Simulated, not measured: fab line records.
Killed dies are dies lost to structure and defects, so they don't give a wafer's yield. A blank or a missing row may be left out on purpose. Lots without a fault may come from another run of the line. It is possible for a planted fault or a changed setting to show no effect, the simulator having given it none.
Comparing a struck lot with a sound one :: flow nandHarc :: 12 out of 1159 route steps
Sound: the wafers L834.2, L834.3, L834.6. Wafers L842.1, L842.3, L842.5 were the ones struck. The cause comes at the end.
Each step with rows lists, per side, the tool, then ch with its chambers, then its first start. Under that, the readings that differ: sound wafers :: struck wafers :: difference of the means :: sigmas: that difference in standard deviations of wafers without a fault.
alike: readings with means less than 2 such deviations apart, plus words and numbers identical on both sides. not compared: withheld readings, readings lacking a value on some wafer, bounds such as >300 that could conceal the same value, and numbers that have no deviation in the record and whose values overlap.
Wherever a step has rows on one side only, a row that says differs or no value, or a row with sigmas, the two part there. When numbers do not overlap yet have no deviation, they are printed without sigmas and do not part them. A reading missing from all wafers of one side parts the sides only when that side holds two or more wafers.

first, 1 step without rows for these wafers: NHARC_A_CHANNEL_FILL_D1_SRD_12.
NHARC_A_CHANNEL_FILL_D1_RTA_24: time 5 s.
  sound on rtpAnneal-01 ch 0, day 11 12:07; struck on rtpAnneal-01 ch 0, day 13 17:44
  alike: lampPowerPct, lamp_zone_7_pct, wafer_temp_C_max
NHARC_A_CHANNEL_FILL_D1_INSPECT_13:
  sound: defectInspect-01 at day 11 12:17; struck: defectInspect-01 at day 13 17:56
reading: rawDefectCount
sound: 662 559 589
struck: 255 349 268
difference: -313
sigmas: -3
NHARC_A_STAIRCASE_DEP_156: deposits SiNx, target thk 50 nm.
  sound on pecvd-01 ch 0,2, day 11 12:23; struck on pecvd-03 ch 0,1,2, day 13 18:01
  alike: heaterPowerW
then, 7 steps without rows for these wafers: NHARC_A_STAIRCASE_DEHYDRATE_158 (time 120 s); NHARC_A_STAIRCASE_HMDS_159 (time 30 s); NHARC_A_STAIRCASE_COAT_160; NHARC_A_STAIRCASE_SOFTBAKE_161 (time 170 s); NHARC_A_STAIRCASE_EBR_162; NHARC_A_STAIRCASE_EXPOSE_163 (exposes mask STAIR OPEN); NHARC_A_STAIRCASE_PEB_164 (peb time 130 s).
NHARC_A_STAIRCASE_DEVELOP_165: time 140 s.
  struck on lithoTrack-05, day 13 18:00; sound on lithoTrack-02 ch 0, day 11 13:00
  no value came back on the struck wafers for chillPlateTempC (C), exhaustPa (Pa); on the sound wafers chillPlateTempC (C) reads 22.94 22.94 22.97

== WHERE THEY PART ==
At NHARC_A_CHANNEL_FILL_D1_INSPECT_13 first; at NHARC_A_STAIRCASE_DEVELOP_165 last (within this record only).

WHY: whatever the simulator had introduced
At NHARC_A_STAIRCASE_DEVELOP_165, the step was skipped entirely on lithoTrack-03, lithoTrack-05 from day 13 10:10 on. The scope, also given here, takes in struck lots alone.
